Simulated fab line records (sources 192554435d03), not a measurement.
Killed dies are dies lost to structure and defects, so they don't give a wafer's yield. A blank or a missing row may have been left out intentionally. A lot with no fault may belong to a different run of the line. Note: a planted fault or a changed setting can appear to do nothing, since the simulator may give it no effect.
The tool behind it: which one? -- flow n5-finfet -- 22 lots with 66 wafers sampled at 2 steps, on a route of 1938 steps

== WHAT EACH GAUGE READ, for each wafer ==
N5_BEOL_M7_INSPECT_13: inspects for defects (brightfield). Usual: raw-defect-count at 409, with a standard deviation of 110.
lot,measured,on,raw-defect-count,flag
L074,day 9 08:46,defect-inspect-02,384 350 604,
L076,day 9 11:59,defect-inspect-02,383 427 275,
L075,day 9 17:56,defect-inspect-02,462 423 757,
L077,day 10 08:25,defect-inspect-02,495 519 339,
L078,day 10 11:28,defect-inspect-01,294 370 346,
L079,day 10 12:47,defect-inspect-02,473 351 417,
L080,day 11 00:16,defect-inspect-02,342 551 442,
L081,day 11 02:20,defect-inspect-01,272 353 392,
L082,day 11 02:48,defect-inspect-02,416 378 385,
L083,day 11 14:53,defect-inspect-02,391 393 374,
L085,day 11 17:44,defect-inspect-01,374 367 487,
L084,day 11 19:12,defect-inspect-01,352 429 403,
L087,day 12 15:30,defect-inspect-01,149 292 339,
L089,day 13 03:54,defect-inspect-02,344 293 284,
L086,day 13 04:53,defect-inspect-01,398 389 427,
L088,day 13 10:08,defect-inspect-01,257 415 325,
L090,day 13 17:13,defect-inspect-01,453 438 506,
L093,day 14 20:34,defect-inspect-02,458 516 447,
L094,day 15 01:57,defect-inspect-02,862 660 671,
L092,day 15 02:07,defect-inspect-01,415 367 410,
L096,day 15 21:33,defect-inspect-01,392 655 400,
L097,day 16 00:43,defect-inspect-02,364 300 372,

== WHICH TOOL RAN EACH LOT (tool, then ch and the chambers of the sampled wafers, then the start) ==
lot,N5_BEOL_M7_CURE_74
L074,"uv-cure-02 ch 1, day 9 05:53"
L076,"uv-cure-02 ch 0, day 9 09:38"
L075,"uv-cure-03 ch 2, day 9 14:38"
L077,"uv-cure-03 ch 2, day 10 04:16"
L078,"uv-cure-03 ch 2, day 10 09:14"
L079,"uv-cure-03 ch 0, day 10 11:47"
L080,"uv-cure-03 ch 1, day 10 23:05"
L081,"uv-cure-02 ch 2, day 10 23:42"
L082,"uv-cure-03 ch 2, day 10 23:55"
L083,"uv-cure-02 ch 1, day 11 13:52"
L085,"uv-cure-03 ch 2, day 11 16:20"
L084,"uv-cure-03 ch 2, day 11 17:33"
L087,"uv-cure-02 ch 0, day 12 09:13"
L089,"uv-cure-02 ch 0, day 13 02:04"
L086,"uv-cure-03 ch 1, day 13 02:32"
L088,"uv-cure-02 ch 1, day 13 08:16"
L090,"uv-cure-03 ch 2, day 13 16:00"
L093,"uv-cure-03 ch 2, day 14 18:58"
L094,"uv-cure-02 ch 2, day 14 23:49"
L092,"uv-cure-01 ch 1, day 15 00:34"
L096,"uv-cure-01 ch 1, day 15 18:56"
L097,"uv-cure-02 ch 0, day 15 21:59"
- N5_BEOL_M7_CURE_74: cures SiCOH lowk, time 240 s.

== AS READ BY THE TOOLS THEMSELVES (means over the sampled wafers that have a number; for cases with no such wafer, the mark the record gives instead) ==
N5_BEOL_M7_CURE_74. Usual: lamp-power-pct 52.31 %, standard deviation 0.054; wafer_temp_C_max 386.9, standard deviation 0.71.
lot,tool,lamp-power-pct (%),wafer_temp_C_max,flag
L074,uv-cure-02,52.30,387.2,
L076,uv-cure-02,52.27,386.0,
L075,uv-cure-03,52.32,387.7,
L077,uv-cure-03,52.33,387.5,
L078,uv-cure-03,52.28,387.7,
L079,uv-cure-03,52.25,386.9,
L080,uv-cure-03,52.31,386.8,
L081,uv-cure-02,52.30,386.9,
L082,uv-cure-03,52.27,387.5,
L083,uv-cure-02,52.30,387.1,
L085,uv-cure-03,52.33,388.2,
L084,uv-cure-03,52.32,387.6,
L087,uv-cure-02,52.30,386.2,
L089,uv-cure-02,52.30,386.2,
L086,uv-cure-03,52.32,386.2,
L088,uv-cure-02,52.35,386.6,
L090,uv-cure-03,52.27,387.2,
L093,uv-cure-03,52.31,387.3,
L094,uv-cure-02,52.31,386.9,
L092,uv-cure-01,52.29,386.1,
L096,uv-cure-01,52.33,385.9,
L097,uv-cure-02,52.28,386.2,

== THE ANSWER, worked out from the rows above alone ==
Rule: a lot counts as off when the mean over its wafers that have a number is more than 3 standard deviations away from the usual mean. A lot without any number at a reading at which 4 lots or more have one is off too. Where the step has rows for the other lots, those lots are counted as sound. First the gauges in route order, then the tools' own readings, where a lot's mean is used as printed above. The first step at which some lot is off is used, and at that step the reading that is off furthest; a lot without a number counts as furthest.
Nothing can be told from this: no lot is off at any reading shown.

== WHAT THE SIMULATOR PUT IN ==
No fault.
